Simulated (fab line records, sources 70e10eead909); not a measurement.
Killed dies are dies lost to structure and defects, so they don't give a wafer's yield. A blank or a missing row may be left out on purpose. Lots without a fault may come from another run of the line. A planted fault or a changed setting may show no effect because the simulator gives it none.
A struck lot beside a sound one | flow nand_harc | 18 steps out of a route of 1159
Sound: wafers L945.4, L945.5, L945.6. Struck: wafers L951.1, L951.3, L951.5. The cause comes at the end.
At each step with rows: each side's tool, then ch and its chambers, then its first start. Under that, the readings that differ: sound wafers | struck wafers | difference of the means | sigmas: that difference in standard deviations of wafers without a fault.
alike: readings whose means differ by less than 2 such deviations, and words and numbers that are the same on both sides. not compared: withheld readings, readings that some wafer has no value for, bounds like >300 that may hide the same value, and numbers for which the record gives no deviation and whose values overlap.
The two part at a step that has a row with sigmas, a row that says differs or no value, or rows on one side only. Numbers that don't overlap but have no deviation are shown without sigmas and don't part them. A reading that every wafer of one side lacks parts them only if that side has two wafers or more.

NHARC_P_BONDPAD_ETCH_37: etches the open film in N2/H2, target depth 60 nm, overetch 18 nm, time 65.91 s.
  sound on rie_diel-03 ch 2,3, day 7 14:20; struck on rie_diel-03 ch 1,2,3, day 9 12:20
  alike: drypump_motor_current_A, oes_product_au, rf_vpp_V, showerhead_plenum_p_Torr, throttle_valve_pct
  not compared: rf_hours_counter_h
then, 1 step without rows for these wafers: NHARC_P_BONDPAD_ETCH_12 (etches the open film in CHF3/O2, target depth 200 nm, time 100 s).
NHARC_P_BONDPAD_CD_MEAS_13:
  sound on cd_sem-01, day 7 14:34; struck on cd_sem-03, day 9 12:33
  alike: cd_nm
then, 3 steps without rows for these wafers: NHARC_P_BONDPAD_STRIP_15 (strips in O2); NHARC_P_BONDPAD_ETCH_24 (etches the open film in CF4/N2, target depth 30 nm, time 72.99 s); NHARC_P_BONDPAD_STRIP_16 (strips in post etch residue remover, time 600 s).
NHARC_P_BONDPAD_DEGAS_25: time 60 s.
  sound on pvd_sputter-03, day 7 15:11; struck on pvd_sputter-03, day 9 13:11
  alike: heater_power_w
NHARC_P_BONDPAD_PRE_CLEAN_26: time 30 s.
  sound on pvd_sputter-03; struck on pvd_sputter-03
  alike: heater_power_w
then, 3 steps without rows for these wafers: NHARC_P_BONDPAD_PVD_17 (deposits TaN, target thk 5 nm, time 8.06 s); NHARC_P_BONDPAD_PVD_27 (deposits Cu, target thk 30 nm, time 20.49 s); NHARC_P_BONDPAD_ECD_18 (material Cu, target thk 400 nm).
NHARC_P_BONDPAD_ANNEAL_28: time 90 s.
  sound on rtp_anneal-02 ch 0, day 7 16:05; struck on rtp_anneal-02 ch 0, day 9 13:57
  alike: wafer_temp_C_max
NHARC_P_BONDPAD_CMP_19: polishes, t overpolish 30 s, cu recess touch 16 s, target thk 160.81 nm.
  sound on cmp-03 ch 1,2, day 7 16:16; struck on cmp-03 ch 1,2, day 9 14:18
  alike: motor_current_A, overpolish_run_s
NHARC_P_BONDPAD_THK_MEAS_20: measures by xrf.
  sound on film_metro-02, day 7 16:35; struck on film_metro-02, day 9 14:37
  alike: thk_nm
then, 1 step without rows for these wafers: NHARC_P_BONDPAD_SRD_21 (time 30 s, dry time 20 s).
NHARC_P_BONDPAD_INSPECT_23:
  sound on defect_inspect-02, day 7 16:49; struck on defect_inspect-01, day 9 15:00
  reading          | sound       | struck      | difference | sigmas
  raw_defect_count | 281 441 428 | 921 835 885 | +497       | +5
  not compared: hold
NHARC_P_BONDPAD_ACTIVATE_29: chemistry N2, time 60 s.
  sound on rie_diel-08 ch 0,1, day 7 16:53; struck on rie_diel-03 ch 1,2,3, day 9 16:30
  reading | sound | struck                                                                     | difference                   | sigmas
  hold    | - - - | await_dispo/1.4h/release await_dispo/1.4h/release await_dispo/1.4h/release | no value on the sound wafers |
  alike: drypump_motor_current_A, oes_product_au, rf_vpp_V, showerhead_plenum_p_Torr
  not compared: rf_hours_counter_h
-- the record jumps here: 13 days lie between the struck wafers' starts before and after (it left off in module P_BONDPAD and takes up again in module END, whose first step shown is number 1159 of the route) --
NHARC_END_SORT_01:
  sound on prober-01 ch 0, day 19 16:00; struck on prober-02 ch 0, day 22 12:55
  reading                  | sound          | struck         | difference | sigmas
  defect_limited_yield (%) | 97.6 97.5 97.5 | 46.7 48.4 46.7 | -50.3      | -30
  killed_at_periphery      | 2 4 2          | 325 322 330    | +323       | +99 or more
  killed_dies              | 16 17 17       | 361 349 361    | +340       | +28
  sort_bin_2_pct (%)       | 0.4 0.9 0.6    | 16.7 20.7 18.9 | +18.1      | +26
  sort_bin_3_pct (%)       | 0.15 0 0       | 4.14 3.25 2.81 | +3.35      | +15
  sort_bin_4_pct (%)       | 1.8 1.6 1.9    | 32.5 27.6 31.6 | +28.8      | +24
  sort_n_pass              | 661 660 660    | 316 328 316    | -340       | -28
  sort_rim_yield_pct (%)   | 95.3 98.1 98.1 | 45.3 49.1 42.5 | -51.5      | -34
  sort_yield_pct (%)       | 97.6 97.5 97.5 | 46.7 48.4 46.7 | -50.3      | -30
  alike: killed_at_array, killed_at_other, killed_open, killed_short

WHERE THEY PART
First at NHARC_P_BONDPAD_INSPECT_23; last, within this record, at NHARC_END_SORT_01.

WHY: what the simulator had put in
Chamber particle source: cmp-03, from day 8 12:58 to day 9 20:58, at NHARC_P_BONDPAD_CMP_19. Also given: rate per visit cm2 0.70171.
